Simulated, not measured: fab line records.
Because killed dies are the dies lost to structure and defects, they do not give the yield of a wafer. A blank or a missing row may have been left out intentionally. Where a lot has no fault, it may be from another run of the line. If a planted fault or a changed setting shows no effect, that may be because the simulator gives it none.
Which of the tools did it? / flow n5 finfet / Sampling: 11 lots, 32 wafers, 4 of 1938 route steps

== WHAT EACH GAUGE READ, for each wafer ==
The record holds no reading of a measuring or inspecting step that can be judged against a usual standard deviation.

== WHICH TOOL RAN EACH LOT (tool, then ch and the chambers of the sampled wafers, then the start) ==
lot=L312; N5_BEOL_M14_PRE_CLEAN_42=pvd sputter-01, day 11 18:01; N5_BEOL_M14_CMP_49=cmp-01 ch 0,2,3, day 11 18:58; N5_BEOL_M15_ILD_DEP_00=pecvd-03 ch 1,2, day 11 19:28; N5_BEOL_M15_COAT_58=litho track-05 ch 0, day 11 19:44
lot=L313; N5_BEOL_M14_PRE_CLEAN_42=pvd sputter-02, day 12 07:52; N5_BEOL_M14_CMP_49=cmp-04 ch 0,1,2, day 12 08:41; N5_BEOL_M15_ILD_DEP_00=pecvd-03 ch 1,2, day 12 09:10; N5_BEOL_M15_COAT_58=litho track-05 ch 0, day 12 09:27
lot=L320; N5_BEOL_M14_PRE_CLEAN_42=pvd sputter-01, day 13 17:12; N5_BEOL_M14_CMP_49=cmp-04 ch 0,3, day 13 18:07; N5_BEOL_M15_ILD_DEP_00=pecvd-02 ch 1,2, day 13 18:38; N5_BEOL_M15_COAT_58=litho track-05 ch 0, day 13 18:49
lot=L322; N5_BEOL_M14_PRE_CLEAN_42=pvd sputter-02, day 14 15:36; N5_BEOL_M14_CMP_49=cmp-02 ch 0,1,2, day 14 16:26; N5_BEOL_M15_ILD_DEP_00=pecvd-02 ch 0,1,2, day 14 16:53; N5_BEOL_M15_COAT_58=litho track-05 ch 0, day 14 17:11
lot=L326; N5_BEOL_M14_PRE_CLEAN_42=pvd sputter-02, day 14 23:35; N5_BEOL_M14_CMP_49=cmp-04 ch 1,2,3, day 15 00:24; N5_BEOL_M15_ILD_DEP_00=pecvd-04 ch 0,1,2, day 15 00:53; N5_BEOL_M15_COAT_58=litho track-01 ch 0, day 15 01:10
lot=L323; N5_BEOL_M14_PRE_CLEAN_42=pvd sputter-03, day 15 01:06; N5_BEOL_M14_CMP_49=cmp-01 ch 0,2,3, day 15 01:54; N5_BEOL_M15_ILD_DEP_00=pecvd-04 ch 0,2, day 15 02:23; N5_BEOL_M15_COAT_58=litho track-02 ch 0, day 15 02:40
lot=L327; N5_BEOL_M14_PRE_CLEAN_42=pvd sputter-03, day 15 13:33; N5_BEOL_M14_CMP_49=cmp-01 ch 0,3, day 15 14:21; N5_BEOL_M15_ILD_DEP_00=pecvd-03 ch 0,1,2, day 15 14:50; N5_BEOL_M15_COAT_58=litho track-01 ch 0, day 15 15:07
lot=L325; N5_BEOL_M14_PRE_CLEAN_42=pvd sputter-01, day 15 13:43; N5_BEOL_M14_CMP_49=cmp-02 ch 0,1, day 15 14:35; N5_BEOL_M15_ILD_DEP_00=pecvd-04 ch 0,1,2, day 15 15:02; N5_BEOL_M15_COAT_58=litho track-01 ch 0, day 15 15:19
lot=L330; N5_BEOL_M14_PRE_CLEAN_42=pvd sputter-02, day 15 13:56; N5_BEOL_M14_CMP_49=cmp-01 ch 0,1,3, day 15 14:54; N5_BEOL_M15_ILD_DEP_00=pecvd-02 ch 0,1,2, day 15 15:21; N5_BEOL_M15_COAT_58=litho track-01 ch 0, day 15 15:38
lot=L333; N5_BEOL_M14_PRE_CLEAN_42=pvd sputter-01, day 17 06:02; N5_BEOL_M14_CMP_49=cmp-04 ch 0,1,2, day 17 06:54; N5_BEOL_M15_ILD_DEP_00=pecvd-03 ch 0,1,2, day 17 07:20; N5_BEOL_M15_COAT_58=litho track-01 ch 0, day 17 07:38
lot=L332; N5_BEOL_M14_PRE_CLEAN_42=pvd sputter-02, day 17 14:34; N5_BEOL_M14_CMP_49=cmp-04 ch 0,1,3, day 17 15:25; N5_BEOL_M15_ILD_DEP_00=pecvd-03 ch 0,1, day 17 15:56; N5_BEOL_M15_COAT_58=litho track-02 ch 0, day 17 16:19
- N5_BEOL_M14_PRE_CLEAN_42: time 30 s.
- N5_BEOL_M14_CMP_49: polishes, stops on SiO2, t overpolish 5.2 s, target thk 560 nm.
- N5_BEOL_M15_ILD_DEP_00: deposits SiO2 from TEOS/O2, target thk 1629.3 nm, time 346.1 s.
- N5_BEOL_M15_COAT_58: time 60 s, resist thk 89 nm.

== AS READ BY THE TOOLS THEMSELVES (means over the sampled wafers that have a number; for cases with no such wafer, the mark the record gives instead) ==
N5_BEOL_M14_PRE_CLEAN_42. Usual: heater power w at 484 W, with a standard deviation of 29.
lot=L312; tool=pvd sputter-01; heater power w (W)=468; flag=
lot=L313; tool=pvd sputter-02; heater power w (W)=516; flag=
lot=L320; tool=pvd sputter-01; heater power w (W)=455; flag=
lot=L322; tool=pvd sputter-02; heater power w (W)=504; flag=
lot=L326; tool=pvd sputter-02; heater power w (W)=500; flag=
lot=L323; tool=pvd sputter-03; heater power w (W)=502; flag=
lot=L327; tool=pvd sputter-03; heater power w (W)=498; flag=
lot=L325; tool=pvd sputter-01; heater power w (W)=457; flag=
lot=L330; tool=pvd sputter-02; heater power w (W)=492; flag=
lot=L333; tool=pvd sputter-01; heater power w (W)=469; flag=
lot=L332; tool=pvd sputter-02; heater power w (W)=501; flag=

N5_BEOL_M14_CMP_49. Usual: barrier field endpoint s 11.32 s, standard deviation 0.29; clearing platen down force psi 2.001 psi, standard deviation 0.0041; motor current A 8.1 A, standard deviation 0.6; overpolish run s 5.200 s, standard deviation 0.009; time to endpoint s 120 s, standard deviation 4.4.
lot=L312; tool=cmp-01; barrier field endpoint s (s)=11.34; clearing platen down force psi (psi)=2.002; motor current A (A)=8.0; overpolish run s (s)=5.204; time to endpoint s (s)=124; flag=
lot=L313; tool=cmp-04; barrier field endpoint s (s)=11.39; clearing platen down force psi (psi)=2.000; motor current A (A)=8.0; overpolish run s (s)=5.204; time to endpoint s (s)=117; flag=
lot=L320; tool=cmp-04; barrier field endpoint s (s)=11.37; clearing platen down force psi (psi)=2.006; motor current A (A)=7.9; overpolish run s (s)=5.213; time to endpoint s (s)=121; flag=
lot=L322; tool=cmp-02; barrier field endpoint s (s)=11.46; clearing platen down force psi (psi)=1.996; motor current A (A)=8.1; overpolish run s (s)=5.205; time to endpoint s (s)=124; flag=
lot=L326; tool=cmp-04; barrier field endpoint s (s)=11.05; clearing platen down force psi (psi)=1.998; motor current A (A)=8.4; overpolish run s (s)=5.206; time to endpoint s (s)=116; flag=
lot=L323; tool=cmp-01; barrier field endpoint s (s)=11.45; clearing platen down force psi (psi)=2.002; motor current A (A)=8.0; overpolish run s (s)=5.198; time to endpoint s (s)=120; flag=
lot=L327; tool=cmp-01; barrier field endpoint s (s)=11.71; clearing platen down force psi (psi)=1.998; motor current A (A)=7.4; overpolish run s (s)=5.206; time to endpoint s (s)=124; flag=
lot=L325; tool=cmp-02; barrier field endpoint s (s)=10.92; clearing platen down force psi (psi)=2.004; motor current A (A)=7.8; overpolish run s (s)=5.196; time to endpoint s (s)=119; flag=
lot=L330; tool=cmp-01; barrier field endpoint s (s)=11.51; clearing platen down force psi (psi)=2.000; motor current A (A)=7.7; overpolish run s (s)=5.192; time to endpoint s (s)=122; flag=
lot=L333; tool=cmp-04; barrier field endpoint s (s)=11.26; clearing platen down force psi (psi)=2.001; motor current A (A)=8.2; overpolish run s (s)=5.198; time to endpoint s (s)=117; flag=
lot=L332; tool=cmp-04; barrier field endpoint s (s)=11.27; clearing platen down force psi (psi)=2.004; motor current A (A)=7.8; overpolish run s (s)=5.201; time to endpoint s (s)=117; flag=

N5_BEOL_M15_ILD_DEP_00. Usual: heater power outer w 281 W, standard deviation 67; heater power w 537 W, standard deviation 96; rf fwd power W 898.1 W, standard deviation 2.7; showerhead plenum p Torr 8.36 Torr, standard deviation 0.038; throttle valve pct 18.7 %, standard deviation 0.94.
lot=L312; tool=pecvd-03; heater power outer w (W)=293; heater power w (W)=550; rf fwd power W (W)=897.3; showerhead plenum p Torr (Torr)=8.41; throttle valve pct (%)=18.0; flag=
lot=L313; tool=pecvd-03; heater power outer w (W)=307; heater power w (W)=579; rf fwd power W (W)=897.5; showerhead plenum p Torr (Torr)=8.41; throttle valve pct (%)=18.0; flag=
lot=L320; tool=pecvd-02; heater power outer w (W)=282; heater power w (W)=541; rf fwd power W (W)=899.2; showerhead plenum p Torr (Torr)=8.36; throttle valve pct (%)=18.2; flag=
lot=L322; tool=pecvd-02; heater power outer w (W)=315; heater power w (W)=583; rf fwd power W (W)=897.8; showerhead plenum p Torr (Torr)=8.35; throttle valve pct (%)=18.4; flag=
lot=L326; tool=pecvd-04; heater power outer w (W)=265; heater power w (W)=509; rf fwd power W (W)=896.8; showerhead plenum p Torr (Torr)=8.37; throttle valve pct (%)=19.4; flag=
lot=L323; tool=pecvd-04; heater power outer w (W)=201; heater power w (W)=416; rf fwd power W (W)=900.6; showerhead plenum p Torr (Torr)=8.34; throttle valve pct (%)=18.4; flag=
lot=L327; tool=pecvd-03; heater power outer w (W)=300; heater power w (W)=554; rf fwd power W (W)=897.8; showerhead plenum p Torr (Torr)=8.36; throttle valve pct (%)=18.5; flag=
lot=L325; tool=pecvd-04; heater power outer w (W)=246; heater power w (W)=486; rf fwd power W (W)=899.1; showerhead plenum p Torr (Torr)=8.37; throttle valve pct (%)=19.5; flag=
lot=L330; tool=pecvd-02; heater power outer w (W)=303; heater power w (W)=568; rf fwd power W (W)=900.3; showerhead plenum p Torr (Torr)=8.34; throttle valve pct (%)=18.4; flag=
lot=L333; tool=pecvd-03; heater power outer w (W)=269; heater power w (W)=527; rf fwd power W (W)=898.6; showerhead plenum p Torr (Torr)=8.37; throttle valve pct (%)=18.6; flag=
lot=L332; tool=pecvd-03; heater power outer w (W)=304; heater power w (W)=563; rf fwd power W (W)=898.1; showerhead plenum p Torr (Torr)=8.34; throttle valve pct (%)=18.5; flag=

N5_BEOL_M15_COAT_58. Usual: dispense pressure kPa 46.0 kPa, standard deviation 1.2; spin speed rpm 1500.0 rpm, standard deviation 0.94.
lot=L312; tool=litho track-05; dispense pressure kPa (kPa)=45.0; spin speed rpm (rpm)=1499.5; flag=
lot=L313; tool=litho track-05; dispense pressure kPa (kPa)=45.0; spin speed rpm (rpm)=1500.0; flag=
lot=L320; tool=litho track-05; dispense pressure kPa (kPa)=45.0; spin speed rpm (rpm)=1698.0; flag=OFF
lot=L322; tool=litho track-05; dispense pressure kPa (kPa)=45.1; spin speed rpm (rpm)=1698.5; flag=OFF
lot=L326; tool=litho track-01; dispense pressure kPa (kPa)=46.0; spin speed rpm (rpm)=1499.0; flag=
lot=L323; tool=litho track-02; dispense pressure kPa (kPa)=48.4; spin speed rpm (rpm)=1500.2; flag=
lot=L327; tool=litho track-01; dispense pressure kPa (kPa)=46.0; spin speed rpm (rpm)=1499.5; flag=
lot=L325; tool=litho track-01; dispense pressure kPa (kPa)=46.1; spin speed rpm (rpm)=1499.8; flag=
lot=L330; tool=litho track-01; dispense pressure kPa (kPa)=46.0; spin speed rpm (rpm)=1499.5; flag=
lot=L333; tool=litho track-01; dispense pressure kPa (kPa)=46.1; spin speed rpm (rpm)=1501.1; flag=
lot=L332; tool=litho track-02; dispense pressure kPa (kPa)=48.4; spin speed rpm (rpm)=1499.0; flag=

== THE ANSWER, worked out from the rows above alone ==
Rule: lot off if the mean of its wafers having a number is beyond 3 standard deviations from the usual mean. A lot without any number at a reading at which 4 lots or more have one is off too. All remaining lots with rows at the step are treated as sound. After the gauges, taken in route order, come the tools' own readings; for these a lot's mean is taken, as printed above. At the first step where some lot is off, the reading lying furthest off is the one used; lots without a number count as furthest.
Off at N5_BEOL_M15_COAT_58 (spin speed rpm): L320, L322.
A tool fits if, at that step or a process step before it, it ran every lot that is off, and no sound lot after the first of them. One fits: litho track-05 at N5_BEOL_M15_COAT_58. A fault onset in the window from L313 (day 12 09:27, its last sound lot) to L320 (day 13 18:49, its first lot off) fits.
The tool's own readings at N5_BEOL_M15_COAT_58 bear it out: on the lots that are off they differ by more than 5 times the standard deviation of the sound lots' means. spin speed rpm reads 1698.2 rpm there against 1499.7 rpm on the sound lots.

== WHAT HAD BEEN PUT IN BY THE SIMULATOR ==
Process parameters drifting: litho track-05 at N5_BEOL_M15_COAT_58, beginning at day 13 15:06. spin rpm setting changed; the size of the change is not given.
Struck lots among those shown: L320, L322. The same result came from the rule above.
